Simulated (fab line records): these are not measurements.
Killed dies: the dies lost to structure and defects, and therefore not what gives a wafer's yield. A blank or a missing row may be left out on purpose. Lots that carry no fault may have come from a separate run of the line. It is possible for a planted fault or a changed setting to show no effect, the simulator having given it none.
Chamber matching :: flow nand-harc :: NHARC_A_STAIRCASE_TRIM_220 on rie-diel-08 has 4 sister chambers
The step chemistry O2, time 211.2 s. 22 wafers are shown with their chamber, then 11 later ones without.

WAFERS, EACH WITH ITS CHAMBER
wafer: L074.1
chamber: 0
showerhead-plenum-p-Torr (Torr): 3.60
oes-product-au (a.u.): 1.016
rf-vpp-V (V): 59.4

wafer: L074.3
chamber: 2
showerhead-plenum-p-Torr (Torr): 3.72
oes-product-au (a.u.): 1.018
rf-vpp-V (V): 58.0

wafer: L074.5
chamber: 1
showerhead-plenum-p-Torr (Torr): 3.44
oes-product-au (a.u.): 1.007
rf-vpp-V (V): 56.5

wafer: L076.2
chamber: 3
showerhead-plenum-p-Torr (Torr): 3.37
oes-product-au (a.u.): 0.993
rf-vpp-V (V): 56.3

wafer: L076.3
chamber: 1
showerhead-plenum-p-Torr (Torr): 3.44
oes-product-au (a.u.): 1.007
rf-vpp-V (V): 58.1

wafer: L076.4
chamber: 0
showerhead-plenum-p-Torr (Torr): 3.60
oes-product-au (a.u.): 1.015
rf-vpp-V (V): 57.4

wafer: L076.1
chamber: 2
showerhead-plenum-p-Torr (Torr): 3.72
oes-product-au (a.u.): 1.005
rf-vpp-V (V): 58.3

wafer: L076.5
chamber: 0
showerhead-plenum-p-Torr (Torr): 3.60
oes-product-au (a.u.): 1.014
rf-vpp-V (V): 58.3

wafer: L076.6
chamber: 1
showerhead-plenum-p-Torr (Torr): 3.44
oes-product-au (a.u.): 0.998
rf-vpp-V (V): 57.8

wafer: L075.1
chamber: 0
showerhead-plenum-p-Torr (Torr): 3.60
oes-product-au (a.u.): 1.009
rf-vpp-V (V): 58.2

wafer: L075.2
chamber: 3
showerhead-plenum-p-Torr (Torr): 3.37
oes-product-au (a.u.): 1.006
rf-vpp-V (V): 57.9

wafer: L075.3
chamber: 1
showerhead-plenum-p-Torr (Torr): 3.44
oes-product-au (a.u.): 1.011
rf-vpp-V (V): 55.6

wafer: L077.1
chamber: 0
showerhead-plenum-p-Torr (Torr): 3.60
oes-product-au (a.u.): 1.012
rf-vpp-V (V): 58.1

wafer: L077.5
chamber: 3
showerhead-plenum-p-Torr (Torr): 3.37
oes-product-au (a.u.): 0.995
rf-vpp-V (V): 56.7

wafer: L077.6
chamber: 2
showerhead-plenum-p-Torr (Torr): 3.71
oes-product-au (a.u.): 1.003
rf-vpp-V (V): 59.4

wafer: L083.3
chamber: 1
showerhead-plenum-p-Torr (Torr): 3.43
oes-product-au (a.u.): 1.010
rf-vpp-V (V): 57.4

wafer: L083.4
chamber: 0
showerhead-plenum-p-Torr (Torr): 3.59
oes-product-au (a.u.): 1.013
rf-vpp-V (V): 57.5

wafer: L083.6
chamber: 2
showerhead-plenum-p-Torr (Torr): 3.71
oes-product-au (a.u.): 1.011
rf-vpp-V (V): 59.1

wafer: L092.1
chamber: 3
showerhead-plenum-p-Torr (Torr): 3.36
oes-product-au (a.u.): 0.997
rf-vpp-V (V): 58.3

wafer: L092.5
chamber: 0
showerhead-plenum-p-Torr (Torr): 3.58
oes-product-au (a.u.): 0.998
rf-vpp-V (V): 57.5

wafer: L092.6
chamber: 3
showerhead-plenum-p-Torr (Torr): 3.36
oes-product-au (a.u.): 0.997
rf-vpp-V (V): 57.5

wafer: L092.2
chamber: 1
showerhead-plenum-p-Torr (Torr): 3.42
oes-product-au (a.u.): 1.003
rf-vpp-V (V): 57.8

SIGNATURES (means of the wafers above)
reading: showerhead-plenum-p-Torr
chamber 0: 3.5957
chamber 1: 3.4350
chamber 2: 3.7150
chamber 3: 3.3660
scatter within a chamber: 0.00723

reading: oes-product-au
chamber 0: 1.01100
chamber 1: 1.00600
chamber 2: 1.00925
chamber 3: 0.99760
scatter within a chamber: 0.00568

reading: rf-vpp-V
chamber 0: 58.057
chamber 1: 57.200
chamber 2: 58.700
chamber 3: 57.340
scatter within a chamber: 0.803
Rule: distance of a wafer from a chamber = root of the sum over the readings of ((wafer's reading minus chamber's mean) / reading's scatter) squared. If the next closest chamber is less than 2 further off than the closest, the wafer can't be placed; otherwise it belongs to the closest. The scatter: take each reading less its chamber's mean, square it, sum over the shown wafers, divide by the number of wafers less the number of chambers, and take the root.

WAFERS WITHOUT THEIR CHAMBER
wafer: L092.3
showerhead-plenum-p-Torr (Torr): 3.58
oes-product-au (a.u.): 0.999
rf-vpp-V (V): 57.8

wafer: L092.4
showerhead-plenum-p-Torr (Torr): 3.69
oes-product-au (a.u.): 1.001
rf-vpp-V (V): 58.3

wafer: L094.1
showerhead-plenum-p-Torr (Torr): 3.69
oes-product-au (a.u.): 1.014
rf-vpp-V (V): 57.7

wafer: L094.2
showerhead-plenum-p-Torr (Torr): 3.58
oes-product-au (a.u.): 1.011
rf-vpp-V (V): 58.5

wafer: L094.6
showerhead-plenum-p-Torr (Torr): 3.42
oes-product-au (a.u.): 0.989
rf-vpp-V (V): 56.1

wafer: L096.2
showerhead-plenum-p-Torr (Torr): 3.58
oes-product-au (a.u.): 1.001
rf-vpp-V (V): 57.5

wafer: L096.5
showerhead-plenum-p-Torr (Torr): 3.42
oes-product-au (a.u.): 0.990
rf-vpp-V (V): 56.6

wafer: L096.6
showerhead-plenum-p-Torr (Torr): 3.69
oes-product-au (a.u.): 1.001
rf-vpp-V (V): 58.7

wafer: L097.3
showerhead-plenum-p-Torr (Torr): 3.58
oes-product-au (a.u.): 0.998
rf-vpp-V (V): 57.7

wafer: L097.4
showerhead-plenum-p-Torr (Torr): 3.42
oes-product-au (a.u.): 0.992
rf-vpp-V (V): 58.1

wafer: L097.6
showerhead-plenum-p-Torr (Torr): 3.35
oes-product-au (a.u.): 1.000
rf-vpp-V (V): 58.3

WHICH CHAMBER EACH WENT THROUGH
wafer: L092.3
from the rows above: 0
in truth: 0

wafer: L092.4
from the rows above: 2
in truth: 2

wafer: L094.1
from the rows above: 2
in truth: 2

wafer: L094.2
from the rows above: 0
in truth: 0

wafer: L094.6
from the rows above: 1
in truth: 1

wafer: L096.2
from the rows above: 0
in truth: 0

wafer: L096.5
from the rows above: 1
in truth: 1

wafer: L096.6
from the rows above: 2
in truth: 2

wafer: L097.3
from the rows above: 0
in truth: 0

wafer: L097.4
from the rows above: 1
in truth: 1

wafer: L097.6
from the rows above: 3
in truth: 3
Correct placement for 11 of the 11. Left unplaced by these rows: 0. 0 placed wrongly.
